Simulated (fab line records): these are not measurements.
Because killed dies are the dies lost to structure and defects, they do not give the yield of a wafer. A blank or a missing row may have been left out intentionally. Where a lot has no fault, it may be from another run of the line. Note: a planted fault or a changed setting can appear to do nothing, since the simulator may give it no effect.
The tool behind it: which one?	flow nand harc	36 wafers from 12 lots sampled at 6 of the route's 1302 steps

WHAT EACH GAUGE READ, for each wafer
NHARC_P_ZERO_WELL_CD_MEAS_52 targets a cd of 2000 nm. Usual: cd nm reads 1999.4 nm (standard deviation 1.3).
lot	measured	on	cd nm (nm)	flag
L130	day 2 01:38	cd sem-02	1998.8 2000.1 2000.0	
L131	day 2 11:52	cd sem-02	1998.8 1999.5 2000.2	
L132	day 2 23:52	cd sem-01	1998.7 2000.0 2000.0	
L133	day 3 07:40	cd sem-01	1999.8 1998.6 1998.7	
L135	day 4 03:29	cd sem-02	1998.2 1997.0 1998.6	
L137	day 5 00:01	cd sem-02	1997.1 1996.7 1999.1	
L138	day 5 09:31	cd sem-02	2000.2 1999.4 1998.9	
L140	day 6 05:35	cd sem-02	- - -	OFF
L142	day 7 01:45	cd sem-02	1999.6 1999.4 1999.8	
L145	day 8 08:01	cd sem-03	1997.4 1997.9 1997.4	
L152	day 11 05:50	cd sem-03	2001.8 2000.7 2001.4	
L153	day 11 15:46	cd sem-02	1998.1 1999.1 2001.0	

NHARC_END_SORT_01. Usual: killed at array 61, standard deviation 23; killed at other 1.3, standard deviation 1.4; killed at periphery 4.0, standard deviation 2.6; killed dies 66, standard deviation 22; killed open 3.4, standard deviation 1.8; killed short 2.3, standard deviation 1.4.
lot	measured	on	killed at array	killed at other	killed at periphery	killed dies	killed open	killed short	flag
L140	day 28 20:26	prober-02	21 24 17	1 4 2	655 649 658	677 677 677	0 1 2	0 5 2	OFF

WHICH TOOL RAN EACH LOT (tool, then ch and the chambers of the sampled wafers, then the start)
lot	NHARC_P_ZERO_WELL_EXPOSE_49	NHARC_P_STI_DESCUM_14	NHARC_P_GATE_DEP_103	NHARC_P_GATE_DESCUM_31
L130	krf scanner-03 ch 0, day 2 01:29	rie diel-10 ch 0,2,3, day 3 01:13	pecvd-04 ch 0,1,2, day 5 09:05	rie diel-06 ch 0,2,3, day 5 09:49
L131	krf scanner-02 ch 0, day 2 11:42	rie diel-10 ch 1,2, day 3 10:01	pecvd-01 ch 0,1,2, day 5 09:47	rie diel-05 ch 0,1,2, day 5 10:37
L132	krf scanner-03 ch 0, day 2 23:43	rie diel-03 ch 2,3, day 3 19:20	pecvd-04 ch 0,1,2, day 5 23:56	rie diel-05 ch 0,1,2, day 6 00:48
L133	krf scanner-02 ch 0, day 3 07:31	rie diel-13 ch 0,2,3, day 4 02:05	pecvd-01 ch 0,1, day 6 04:19	rie diel-12 ch 0,2, day 6 05:07
L135	krf scanner-02 ch 0, day 4 03:20	rie diel-10 ch 1,2,3, day 4 22:35	pecvd-01 ch 0,1,2, day 7 02:51	rie diel-06 ch 0,1,2, day 7 03:36
L137	krf scanner-03 ch 0, day 4 23:51	rie diel-13 ch 1,2,3, day 5 16:38	pecvd-01 ch 1,2, day 7 23:16	rie diel-12 ch 1,2,3, day 8 00:01
L138	krf scanner-04 ch 0, day 5 09:22	rie diel-13 ch 1,2,3, day 6 03:04	pecvd-01 ch 0,1,2, day 8 16:16	rie diel-12 ch 1,2,3, day 8 17:07
L140	krf scanner-03 ch 0, day 6 05:26	-	-	-
L142	krf scanner-02 ch 0, day 7 01:35	rie diel-10 ch 0,1,3, day 7 18:58	pecvd-03 ch 1,2, day 9 19:57	rie diel-06 ch 0,1,3, day 9 20:49
L145	krf scanner-03 ch 0, day 8 07:52	rie diel-13 ch 1,2, day 9 01:49	pecvd-03 ch 0,1,2, day 11 05:59	rie diel-06 ch 0,2, day 11 06:50
L152	krf scanner-03 ch 0, day 11 05:40	rie diel-13 ch 1,3, day 11 22:55	pecvd-04 ch 0,1,2, day 14 02:34	rie diel-05 ch 0,1,2, day 14 03:26
L153	krf scanner-02 ch 0, day 11 15:37	rie diel-10 ch 0,2,3, day 12 08:52	pecvd-01 ch 0,1,2, day 14 14:11	rie diel-12 ch 0,1,3, day 14 14:53
- NHARC_P_ZERO_WELL_EXPOSE_49: exposes mask P HVPW, target cd 2000 nm.
- NHARC_P_STI_DESCUM_14: chemistry O2, time 3 s.
- NHARC_P_GATE_DEP_103: deposits SiON, target thk 30 nm.
- NHARC_P_GATE_DESCUM_31: chemistry O2, time 3 s.

WHAT THE TOOLS THEMSELVES READ (means of the sampled wafers that have a number; where no wafer has one, the mark that the record gives instead)
NHARC_P_STI_DESCUM_14. Usual: drypump motor current A 6.0 A, standard deviation 0.53; o2 flow sccm 199.9 sccm, standard deviation 0.61; oes product au 0.999 a.u., standard deviation 0.0063; rf vpp V 57.8 V, standard deviation 0.94; showerhead plenum p Torr 1.90 Torr, standard deviation 0.069; throttle valve pct 11.311 %, standard deviation 0.0091.
lot	tool	drypump motor current A (A)	o2 flow sccm (sccm)	oes product au (a.u.)	rf vpp V (V)	showerhead plenum p Torr (Torr)	throttle valve pct (%)	flag
L130	rie diel-10	6.3	199.7	1.005	58.2	1.95	11.307	
L131	rie diel-10	6.2	199.8	0.996	57.9	1.93	11.317	
L132	rie diel-03	5.2	199.8	1.003	57.2	1.88	11.308	
L133	rie diel-13	5.8	199.5	0.997	58.2	1.87	11.310	
L135	rie diel-10	6.4	199.9	0.997	58.8	1.92	11.314	
L137	rie diel-13	5.3	199.6	1.003	57.5	1.86	11.306	
L138	rie diel-13	5.3	200.3	0.996	57.2	1.86	11.315	
L142	rie diel-10	6.5	200.4	1.002	57.1	1.90	11.307	
L145	rie diel-13	5.3	199.5	0.999	57.6	1.90	11.318	
L152	rie diel-13	5.2	199.8	1.003	57.7	1.82	11.316	
L153	rie diel-10	6.3	200.4	1.005	58.4	1.95	11.310	

NHARC_P_GATE_DEP_103. Usual: heater power w reads 743 W (standard deviation 76).
lot	tool	heater power w (W)	flag
L130	pecvd-04	767	
L131	pecvd-01	719	
L132	pecvd-04	755	
L133	pecvd-01	777	
L135	pecvd-01	712	
L137	pecvd-01	622	
L138	pecvd-01	718	
L142	pecvd-03	715	
L145	pecvd-03	718	
L152	pecvd-04	800	
L153	pecvd-01	761	

NHARC_P_GATE_DESCUM_31. Usual: drypump motor current A 5.6 A, standard deviation 0.49; o2 flow sccm 200.0 sccm, standard deviation 0.58; oes product au 0.997 a.u., standard deviation 0.0079; rf vpp V 57.8 V, standard deviation 0.94; showerhead plenum p Torr 1.92 Torr, standard deviation 0.097; throttle valve pct 11.312 %, standard deviation 0.011.
lot	tool	drypump motor current A (A)	o2 flow sccm (sccm)	oes product au (a.u.)	rf vpp V (V)	showerhead plenum p Torr (Torr)	throttle valve pct (%)	flag
L130	rie diel-06	5.8	200.3	1.000	58.5	1.93	11.312	
L131	rie diel-05	5.2	199.8	1.004	58.3	1.98	11.309	
L132	rie diel-05	5.2	199.7	1.004	58.3	1.98	11.313	
L133	rie diel-12	5.9	199.8	0.999	57.7	1.83	11.308	
L135	rie diel-06	6.1	200.2	0.990	57.2	1.88	11.317	
L137	rie diel-12	5.8	200.0	1.004	57.7	1.85	11.312	
L138	rie diel-12	5.8	200.3	0.997	57.1	1.85	11.300	
L142	rie diel-06	5.6	199.8	0.987	58.4	1.97	11.319	
L145	rie diel-06	6.3	199.8	0.997	57.5	1.84	11.317	
L152	rie diel-05	5.2	199.9	0.994	58.6	1.98	11.303	
L153	rie diel-12	5.9	200.2	0.991	58.1	1.86	11.320	

THE ANSWER, worked out from the rows above alone
Rule: a lot is off if the mean of its wafers that have a number lies more than 3 standard deviations from the usual mean. A lot without any number at a reading at which 4 lots or more have one is off too. The other lots that the step has rows for count as sound. The gauges are gone through in route order, then the tools' own readings, and for those a lot's mean is taken as printed above. The first step at which some lot is off is used, and at that step the reading that is off furthest; a lot without a number counts as furthest.
Off at NHARC_P_ZERO_WELL_CD_MEAS_52 (cd nm): L140. Without a number there: L140.
If a tool, at a process step before that reading, ran all the lots that are off and no sound lot after the first of them, it fits. Not tried: the gauges at NHARC_P_ZERO_WELL_CD_MEAS_52; whatever is off there is also off at NHARC_END_SORT_01, on other tools, and gauge error can't account for it. Not one of the candidates tried fits.

WHAT THE SIMULATOR PUT IN
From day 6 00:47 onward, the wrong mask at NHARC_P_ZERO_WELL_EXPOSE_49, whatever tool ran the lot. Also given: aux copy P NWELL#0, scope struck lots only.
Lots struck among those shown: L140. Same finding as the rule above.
